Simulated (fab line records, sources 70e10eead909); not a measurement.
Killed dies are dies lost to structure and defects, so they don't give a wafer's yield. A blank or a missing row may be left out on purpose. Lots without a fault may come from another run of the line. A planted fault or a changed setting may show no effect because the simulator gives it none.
Tool commonality check | flow nand_harc | 13 lots, 39 wafers sampled

WHY IT WAS OPENED
At NHARC_P_GATE_INSPECT_68 the reading raw_defect_count is flagged on 2 of 13 lots. Wafers without a fault read 220, standard deviation 81.
Rule: a lot is flagged when every wafer of it that has a number lies more than 4 standard deviations from that mean, or none has a number. The other lots count as sound.

lot  | measured     | on                | raw_defect_count, wafer by wafer | flag
L963 | day 5 14:55  | defect_inspect-02 | 104 254 212                      |
L966 | day 6 03:25  | defect_inspect-01 | 224 206 148                      |
L965 | day 6 04:13  | defect_inspect-02 | 185 81 134                       |
L967 | day 6 11:10  | defect_inspect-01 | 406 119 194                      |
L970 | day 7 04:37  | defect_inspect-01 | 209 191 229                      |
L969 | day 7 05:25  | defect_inspect-02 | 177 147 310                      |
L971 | day 7 16:10  | defect_inspect-02 | 178 278 173                      |
L972 | day 7 16:48  | defect_inspect-01 | 342 189 162                      |
L973 | day 8 02:54  | defect_inspect-01 | 792 872 870                      | FLAGGED
L974 | day 8 03:40  | defect_inspect-02 | 853 820 859                      | FLAGGED
L981 | day 9 20:57  | defect_inspect-02 | 195 149 270                      |
L985 | day 11 01:40 | defect_inspect-01 | 320 149 343                      |
L986 | day 11 01:58 | defect_inspect-01 | 272 236 159                      |
The numbers of the flagged lots are 844 on average: +624 against the usual, or +8 standard deviations.

WHICH TOOL RAN EACH LOT
The record holds 3 process steps before the reading, out of a route of 1159 steps. In each cell: the tool, then ch and the chambers that the sampled wafers went through, then the start.
lot  | flag    | NHARC_P_GATE_STRIP_106             | NHARC_P_GATE_STRIP_111               | NHARC_P_GATE_STRIP_113
L963 |         | rie_diel-02 ch 1,2,3, day 4 20:00  | plasma_asher-02 ch 0,1, day 5 08:59  | plasma_asher-02 ch 0,1, day 5 12:14
L966 |         | rie_diel-02 ch 0,1,3, day 5 08:00  | plasma_asher-02 ch 0,1, day 5 21:32  | plasma_asher-02 ch 0,1, day 6 01:13
L965 |         | rie_diel-07 ch 1,3, day 5 08:00    | plasma_asher-01 ch 0,1, day 5 22:14  | plasma_asher-01 ch 0,1, day 6 01:50
L967 |         | rie_diel-02 ch 1,2,3, day 5 17:00  | plasma_asher-01 ch 0,1, day 6 05:22  | plasma_asher-01 ch 0,1, day 6 08:38
L970 |         | rie_diel-04 ch 1,2, day 6 10:00    | plasma_asher-02 ch 0,1, day 6 22:41  | plasma_asher-02 ch 0,1, day 7 02:05
L969 |         | rie_diel-04 ch 0,1,3, day 6 11:00  | plasma_asher-01 ch 0,1, day 6 23:07  | plasma_asher-02 ch 0,1, day 7 02:59
L971 |         | rie_diel-02 ch 0,1,2, day 6 21:00  | plasma_asher-02 ch 0,1, day 7 09:58  | plasma_asher-01 ch 0,1, day 7 13:37
L972 |         | rie_diel-02 ch 0,1,3, day 6 22:00  | plasma_asher-02 ch 0,1, day 7 10:43  | plasma_asher-02 ch 0,1, day 7 14:15
L973 | FLAGGED | rie_diel-04 ch 0,3, day 7 08:00    | plasma_asher-01 ch 0,1, day 7 21:01  | plasma_asher-02 ch 0,1, day 8 00:42
L974 | FLAGGED | rie_diel-04 ch 0,3, day 7 09:00    | plasma_asher-02 ch 0,1, day 7 21:43  | plasma_asher-01 ch 0, day 8 01:14
L981 |         | rie_diel-02 ch 0,2,3, day 9 02:00  | plasma_asher-01 ch 0,1, day 9 15:01  | plasma_asher-02 ch 0,1, day 9 18:23
L985 |         | rie_diel-02 ch 0,1,2, day 10 07:00 | plasma_asher-01 ch 0,1, day 10 19:20 | plasma_asher-02 ch 0,1, day 10 22:59
L986 |         | rie_diel-04 ch 0,1, day 10 07:00   | plasma_asher-02 ch 0,1, day 10 19:31 | plasma_asher-01 ch 0,1, day 10 23:40
What these steps do:
- NHARC_P_GATE_STRIP_106: strips in O2/COS.
- NHARC_P_GATE_STRIP_111: strips in N2/H2, time 250 s.
- NHARC_P_GATE_STRIP_113: strips in N2/H2, time 740 s.
- NHARC_P_GATE_INSPECT_68

FLAGGED OVER TOTAL, TOOL BY TOOL (the gauges that took the reading come last)
step                    | tool              | lots run | flagged | share of the flagged lots | sound lots run after its first flagged lot
NHARC_P_GATE_STRIP_106  | rie_diel-02       | 7        | 0       | none                      | -
NHARC_P_GATE_STRIP_106  | rie_diel-04       | 5        | 2       | all                       | 1 (L986)
NHARC_P_GATE_STRIP_106  | rie_diel-07       | 1        | 0       | none                      | -
NHARC_P_GATE_STRIP_111  | plasma_asher-01   | 6        | 1       | some                      | 2 (L981,L985)
NHARC_P_GATE_STRIP_111  | plasma_asher-02   | 7        | 1       | some                      | 1 (L986)
NHARC_P_GATE_STRIP_113  | plasma_asher-01   | 5        | 1       | some                      | 1 (L986)
NHARC_P_GATE_STRIP_113  | plasma_asher-02   | 8        | 1       | some                      | 2 (L981,L985)
NHARC_P_GATE_INSPECT_68 | defect_inspect-01 | 7        | 1       | some                      | 2 (L985,L986)
NHARC_P_GATE_INSPECT_68 | defect_inspect-02 | 6        | 1       | some                      | 1 (L981)

WHAT THE TABLE ALLOWS
1 row of the table ran every flagged lot: rie_diel-04 at NHARC_P_GATE_STRIP_106.
- rie_diel-04 at NHARC_P_GATE_STRIP_106: 2 of its 5 lots flagged. Sound lots ran on it after the first flagged one (L986), which a lasting fault on the whole tool wouldn't allow.
No row of the table ran every flagged lot and no sound lot after the first.

WHAT THE SIMULATOR HAD PUT IN
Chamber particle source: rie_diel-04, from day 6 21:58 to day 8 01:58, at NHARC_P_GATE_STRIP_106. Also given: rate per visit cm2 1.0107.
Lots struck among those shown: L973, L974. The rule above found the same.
